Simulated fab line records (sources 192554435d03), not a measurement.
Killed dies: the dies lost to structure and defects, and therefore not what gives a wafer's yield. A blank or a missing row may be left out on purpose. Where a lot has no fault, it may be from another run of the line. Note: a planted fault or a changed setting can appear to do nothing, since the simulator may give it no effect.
Which tool was responsible?    flow n5 finfet    13 lots with 37 wafers sampled at 4 steps, on a route of 1938 steps

== WHAT EACH GAUGE READ, for each wafer ==
N5_BEOL_M13_RS_MEAS_54: measurement is done with a four-point probe. Usual: M13_RS 0.0450 ohm/sq, standard deviation 0.00083.
lot   measured      on             M13_RS (ohm/sq)       flag
L716  day 11 06:31  film metro-01  0.0443 0.0461 0.0442  
L715  day 11 10:01  film metro-02  0.0449 0.0451         
L718  day 12 00:58  film metro-01  0.0467 0.0448 0.0459  
L719  day 12 13:05  film metro-01  0.0449 0.0448 0.0445  
L720  day 13 06:15  film metro-02  0.0459 0.0448 0.0454  
L723  day 13 06:41  film metro-02  0.0433 0.0441 0.0435  
L722  day 13 07:31  film metro-01  0.0436 0.0453 0.0456  
L724  day 13 22:55  film metro-02  0.0443 0.0454 0.0440  
L726  day 14 13:14  film metro-02  0.0446 0.0454         
L727  day 14 21:44  film metro-01  0.0451 0.0439 0.0444  
L733  day 16 02:27  film metro-01  0.0456 0.0459 0.0437  
L734  day 16 02:45  film metro-02  0.0452 0.0440 0.0438  
L736  day 16 20:38  film metro-02  0.0433 0.0453 0.0450  

N5_BEOL_M14_INSPECT_12: inspects for defects (macro). Usual: 2.1 for raw defect count, sd 1.6.
lot   measured      on                 raw defect count  flag
L716  day 11 07:25  defect inspect-02  2 1 2             
L715  day 11 10:46  defect inspect-02  3 4               
L718  day 12 01:35  defect inspect-01  1 4 2             
L719  day 12 13:49  defect inspect-01  1 1 0             
L720  day 13 06:59  defect inspect-01  1 3 3             
L723  day 13 07:26  defect inspect-01  0 2 1             
L722  day 13 08:15  defect inspect-01  1 1 5             
L724  day 13 23:31  defect inspect-02  6 1 0             
L726  day 14 13:50  defect inspect-01  3 2               
L727  day 14 22:22  defect inspect-02  4 3 3             
L733  day 16 03:06  defect inspect-01  2 4 1             
L734  day 16 03:22  defect inspect-01  0 1 4             
L736  day 16 21:22  defect inspect-02  3 3 5             

== EACH LOT AND THE TOOL THAT RAN IT (in order: tool; ch and the chambers of the sampled wafers; start) ==
lot   N5_BEOL_M13_SPUTTER_45        N5_BEOL_M14_COAT_04
L716  pvd sputter-01, day 11 05:31  litho track-01 ch 0, day 11 06:58
L715  pvd sputter-03, day 11 09:01  litho track-03 ch 0, day 11 10:19
L718  pvd sputter-03, day 11 23:35  litho track-01 ch 0, day 12 01:15
L719  pvd sputter-03, day 12 11:53  litho track-03 ch 0, day 12 13:22
L720  pvd sputter-01, day 13 05:15  litho track-04 ch 0, day 13 06:32
L723  pvd sputter-01, day 13 05:41  litho track-03 ch 0, day 13 06:58
L722  pvd sputter-01, day 13 06:15  litho track-04 ch 0, day 13 07:48
L724  pvd sputter-02, day 13 21:54  litho track-04 ch 0, day 13 23:12
L726  pvd sputter-02, day 14 12:16  litho track-04 ch 0, day 14 13:31
L727  pvd sputter-01, day 14 20:22  litho track-04 ch 0, day 14 22:02
L733  pvd sputter-03, day 16 01:27  litho track-04 ch 0, day 16 02:44
L734  pvd sputter-02, day 16 01:44  litho track-03 ch 0, day 16 03:02
L736  pvd sputter-02, day 16 19:38  litho track-04 ch 0, day 16 20:55
- N5_BEOL_M13_SPUTTER_45: material Cu, target thk 80 nm, time 13.33 s.
- N5_BEOL_M14_COAT_04: resist thk 800 nm.

== WHAT THE TOOLS THEMSELVES READ (means of the sampled wafers that have a number; where no wafer has one, the mark that the record gives instead) ==
N5_BEOL_M13_SPUTTER_45. Usual: susceptor temp C -19.99 C, standard deviation 0.11; throttle valve pct 29.8 %, standard deviation 1.2.
lot   tool            susceptor temp C (C)  throttle valve pct (%)  flag
L716  pvd sputter-01  -19.98                29.7                    
L715  pvd sputter-03  -19.96                29.1                    
L718  pvd sputter-03  -20.03                29.5                    
L719  pvd sputter-03  -19.87                29.1                    
L720  pvd sputter-01  -20.02                29.5                    
L723  pvd sputter-01  -20.06                29.8                    
L722  pvd sputter-01  -19.89                29.7                    
L724  pvd sputter-02  -19.88                29.2                    
L726  pvd sputter-02  -20.05                30.7                    
L727  pvd sputter-01  -20.01                29.5                    
L733  pvd sputter-03  -20.17                30.0                    
L734  pvd sputter-02  -19.97                29.8                    
L736  pvd sputter-02  -20.01                30.2                    

N5_BEOL_M14_COAT_04. Usual: 1704.0 rpm for spin speed rpm, sd 1.3.
lot   tool            spin speed rpm (rpm)  flag
L716  litho track-01  1703.2                
L715  litho track-03  1703.8                
L718  litho track-01  1703.4                
L719  litho track-03  1704.5                
L720  litho track-04  1705.3                
L723  litho track-03  1702.9                
L722  litho track-04  1702.9                
L724  litho track-04  1703.7                
L726  litho track-04  1702.9                
L727  litho track-04  1703.8                
L733  litho track-04  1460.9                OFF
L734  litho track-03  1705.4                
L736  litho track-04  1460.3                OFF

== THE ANSWER, worked out from the rows above alone ==
Rule: lot off if the mean of its wafers having a number is beyond 3 standard deviations from the usual mean. Also off: a lot with no number at a reading for which 4 or more lots have one. Where the step has rows for the other lots, those lots are counted as sound. First the gauges in route order, then the tools' own readings, where a lot's mean is used as printed above. The first step at which some lot is off is used, and at that step the reading that is off furthest; a lot without a number counts as furthest.
Off: L733, L736 (N5_BEOL_M14_COAT_04, spin speed rpm).
If a tool, at that step or one of the process steps before it, ran each lot that is off and ran no sound lot following the first of them, it fits. One candidate fits, namely litho track-04 at N5_BEOL_M14_COAT_04. A fault onset in the window from L727 (day 14 22:02, its last sound lot) to L733 (day 16 02:44, its first lot off) fits.
The tool's own readings at N5_BEOL_M14_COAT_04 bear it out: on the lots that are off they differ by more than 5 times the standard deviation of the sound lots' means. spin speed rpm reads 1460.6 rpm there against 1703.8 rpm on the sound lots.

== WHAT THE SIMULATOR HAD PUT IN ==
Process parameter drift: litho track-04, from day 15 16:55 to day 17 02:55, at N5_BEOL_M14_COAT_04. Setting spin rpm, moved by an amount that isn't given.
Lots struck among those shown: L733, L736. The rule above found the same.
